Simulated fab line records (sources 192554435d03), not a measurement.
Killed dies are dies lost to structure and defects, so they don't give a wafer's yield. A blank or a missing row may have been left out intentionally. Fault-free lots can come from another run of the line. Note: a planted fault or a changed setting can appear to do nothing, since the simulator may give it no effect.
A struck lot beside a sound one | flow n5-finfet | 37 out of 1938 route steps
Sound: the wafers L836.4, L836.5, L836.6. Wafers struck: L842.2, L842.3, L842.5. The cause comes at the end.
Order at every step that has rows: each side's tool, ch and its chambers, its first start. Under that, the readings that differ: sound wafers | struck wafers | difference of the means | sigmas: that difference in standard deviations of wafers without a fault.
alike: words and numbers the same on both sides, and readings whose means are apart by under 2 such deviations; not compared: readings that were withheld, readings missing a value for some wafer, numbers with overlapping values and no deviation given by the record, and bounds like >300 which may hide the same value.
The two part at a step that has a row with sigmas, a row that says differs or no value, or rows on one side only. Numbers that have no deviation but don't overlap get no sigmas and don't part them. Lack of a reading on every wafer of one side parts them only where that side has two or more wafers.

first, 9 steps without rows for these wafers: N5_BEOL_M5_ANNEAL_89 (time 1800 s); N5_BEOL_M5_SPUTTER_90 (material Cu, target thk 4.5 nm, time 8.29 s); N5_BEOL_M5_ECD_50 (material Cu, target thk 300 nm); N5_BEOL_M5_ANNEAL_51 (time 90 s); N5_BEOL_M5_CMP_52 (polishes, stops on SiCOH lowk, t overpolish 6.9 s, target thk 62 nm); N5_BEOL_M5_PRE_CLEAN_77 (time 15 s); N5_BEOL_M5_CO_CAP_78 (material Co, precursor CCTBA/H2, target thk 2 nm, time 102.1 s); N5_BEOL_M5_PRE_CLEAN_55 (time 15 s); N5_BEOL_M5_DEP_56 (deposits SiCN from 3MS/NH3, target thk 8 nm, time 14 s).
N5_BEOL_M6_ILD_DEP_00: deposits SiCOH lowk from DEMS/porogen, target thk 179.75 nm, time 33.4 s.
  sound on pecvd-01 ch 0,1,2, day 10 06:13; struck on pecvd-01 ch 2, day 11 21:26
  reading                                            | sound                | struck               | difference | sigmas
  susceptor-temp-C (C)                               | 300.06 300.23 299.78 | 310.77 311.22 310.85 | +10.92     | +55
  model.SiCOH_lowk_of_BEOL_M6_ILD_DEP_00.thk-nm (nm) | 180.4 181.2 180.4    | 168.4 168.4 171.8    | -11.1      |
  alike: chamber-pressure-Torr, heater-power-w, showerhead-plenum-p-Torr, throttle-valve-pct
then, 1 step without rows for these wafers: N5_BEOL_M6_CURE_74 (cures SiCOH lowk, time 240 s).
N5_BEOL_M6_THK_MEAS_01:
  sound on film-metro-01, day 10 06:47; struck on film-metro-02, day 11 22:02
  reading         | sound             | struck            | difference | sigmas
  M6_ILD_THK (nm) | 155.5 156.3 155.6 | 145.1 145.2 148.1 | -9.7       | -6
then, 23 steps without rows for these wafers: N5_BEOL_M6_PECVD_70 (deposits SiO2 from TEOS/O2, target thk 20 nm, time 22.7 s); N5_BEOL_M6_HM_DEP_02 (deposits TiN, target thk 20 nm); N5_BEOL_M6_COAT_59 (time 60 s, resist thk 100 nm); N5_BEOL_M6_COAT_60 (time 60 s, resist thk 35 nm); N5_BEOL_M6_COAT_05 (resist thk 90 nm); N5_BEOL_M6_EBR_07; N5_BEOL_M6_SOFTBAKE_06 (time 60 s); N5_BEOL_M6_EXPOSE_08 (exposes mask M6); N5_BEOL_M6_PEB_09 (peb time 60 s); N5_BEOL_M6_DEVELOP_10 (develop time 30 s); N5_BEOL_M6_DESCUM_16 (chemistry O2, time 7.9 s); N5_BEOL_M6_ETCH_61 (etches SiARC in CF4, target depth 45.5 nm, time 75.8 s); N5_BEOL_M6_ETCH_62 (etches SOC in N2/H2, target depth 110 nm, overetch 22 nm, time 165 s); N5_BEOL_M6_STRIP_68 (strips in N2/H2); N5_BEOL_M6_STRIP_67 (strips in CF4); N5_BEOL_M6_HM_OPEN_17 (chemistry Cl2/BCl3, target TiN, target depth 20 nm, overetch 6 nm); N5_BEOL_M6_STRIP_19 (strips in O2); N5_BEOL_M6_COAT_63 (time 60 s, resist thk 60 nm); N5_BEOL_M6_COAT_64 (time 60 s, resist thk 12 nm); N5_BEOL_M6_COAT_71 (time 60 s, resist thk 5 nm); N5_BEOL_M6_COAT_22 (resist thk 30 nm); N5_BEOL_M6_EBR_24; N5_BEOL_M6_SOFTBAKE_23 (time 60 s).
N5_BEOL_M6_CMP_52: polishes, stops on SiCOH lowk, t overpolish 6.9 s, target thk 80 nm.
  sound on cmp-02 ch 0,2,3, day 10 15:37; struck on cmp-04 ch 0,3, day 12 05:02
  reading                                            | sound             | struck          | difference | sigmas
  model.SiCOH_lowk_of_BEOL_M6_ILD_DEP_00.thk-nm (nm) | 152.6 153.2 152.6 | 142.2 142.2 145 | -9.7       |
  alike: edge-zone-pressure-frac, motor-current-A, platen-rpm
-- a jump in the record: the struck wafers' starts before and after are 3 days apart (it breaks off in module BEOL_M6 and resumes in module PASSIVATION, where the first step shown is number 1936 of the route) --
N5_PASSIVATION_PROBE_49:
  the record has rows for the struck wafers here (prober-01, day 15 11:34) and none for the sound ones

== WHERE THEY PART ==
At N5_BEOL_M6_ILD_DEP_00 first; at N5_PASSIVATION_PROBE_49 last (within this record only).

WHY: the cause the simulator had injected
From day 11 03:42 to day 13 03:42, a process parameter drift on pecvd-01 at N5_BEOL_M6_ILD_DEP_00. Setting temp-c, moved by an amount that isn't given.
